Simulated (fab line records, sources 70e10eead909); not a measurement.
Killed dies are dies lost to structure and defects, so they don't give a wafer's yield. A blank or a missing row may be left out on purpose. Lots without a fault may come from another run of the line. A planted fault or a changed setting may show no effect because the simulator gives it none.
Problem report in the 8D (eight disciplines) form, filled by code | flow nand_harc | the parts of the form that need people (team, actions taken, sign-off) are left out

1. THE PROBLEM
susceptor_temp_C at NHARC_A_CHANNEL_FILL_D1_ALD_03 reads a mean of 642.93 C on 9 wafers of 3 lots; wafers without a fault read 629.95 C with a standard deviation of 0.27. That is +48 standard deviations from the usual mean.
The step: deposits SiNx, target thk 6 nm, pulse time 60 s, ald cycles 58.
First seen on wafer L548.1, day 12 11:33, on ald_sin_batch-03. The record holds 27 wafers of 9 lots with a number at this step. Rule for "out", or "out of limits": more than 4 standard deviations from the usual mean. The other wafers with a number count as sound.

2. WHAT IT IS AND WHAT IT IS NOT
question                    | is                     | is not
which readings at this step | susceptor_temp_C       | precursor_pulse_height_rel
which lots                  | L548, L549, L550       | L540, L541, L543, L546, L560, L563
which wafers of those lots  | all that have a number | -
read on which tools         | ald_sin_batch-03       | ald_sin_batch-01, ald_sin_batch-02
when                        | from day 12 11:33      | up to then (12 sound wafers); but 6 sound wafers of L560, L563 came after

3. SUSPECTS, AND WHAT RULES EACH OUT
Counting: a tool at a process step up to the reading stays a suspect if it ran every lot that is out and no sound lot after the first of them.
- rie_diel-07 at NHARC_A_CHANNEL_HOLE_D1_ETCH_44 (etches the open film in CF4/O2, target depth 140 nm, overetch 14 nm, time 77 s): ruled out as a lasting fault. Sound lots L560, L563 ran on it after its first lot that is out, L548 (day 12 05:35).
- ald_sin_batch-03 at NHARC_A_CHANNEL_FILL_D1_ALD_03 (deposits SiNx, target thk 6 nm, pulse time 60 s, ald cycles 58): ruled out as a lasting fault. Sound lots L560, L563 ran on it after its first lot that is out, L548 (day 12 11:33).
Left after counting: nothing in the record.

4. THE CAUSE (what the simulator had put in)
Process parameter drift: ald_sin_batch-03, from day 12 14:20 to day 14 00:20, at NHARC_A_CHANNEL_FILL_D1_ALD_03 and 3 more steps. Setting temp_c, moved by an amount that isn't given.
Counting ruled it out, wrongly.

5. THE CHAIN OF EFFECTS, in route order
Each row: a reading whose mean over the struck wafers that have a number lies more than 3 standard deviations from the usual. Only readings for which the record gives a usual standard deviation are gone through. hours: the time from each lot's start at the first step in this table that gives one to its start at this step, as a median over the lots. sigmas: the change in usual standard deviations.
hours | step                           | reading          | usual    | on struck wafers | change | sigmas
0     | NHARC_A_CHANNEL_FILL_D1_ALD_03 | susceptor_temp_C | 629.95 C | 642.93           | +12.98 | +48
9     | NHARC_A_CHANNEL_FILL_D1_ALD_15 | susceptor_temp_C | 630.0 C  | 642.8            | +12.8  | +43
The process steps in it:
- NHARC_A_CHANNEL_FILL_D1_ALD_03: deposits SiNx, target thk 6 nm, pulse time 60 s, ald cycles 58.
- NHARC_A_CHANNEL_FILL_D1_ALD_15: deposits SiNx, target thk 2 nm, pulse time 60 s, ald cycles 19.
Later measuring or inspecting steps at which every struck wafer that the step has a row for has a number for every such reading, and none has moved that far: NHARC_END_SORT_01.

6. WHAT WOULD HAVE CAUGHT IT SOONER
In this record the first reading out of limits was taken at day 12 11:33.
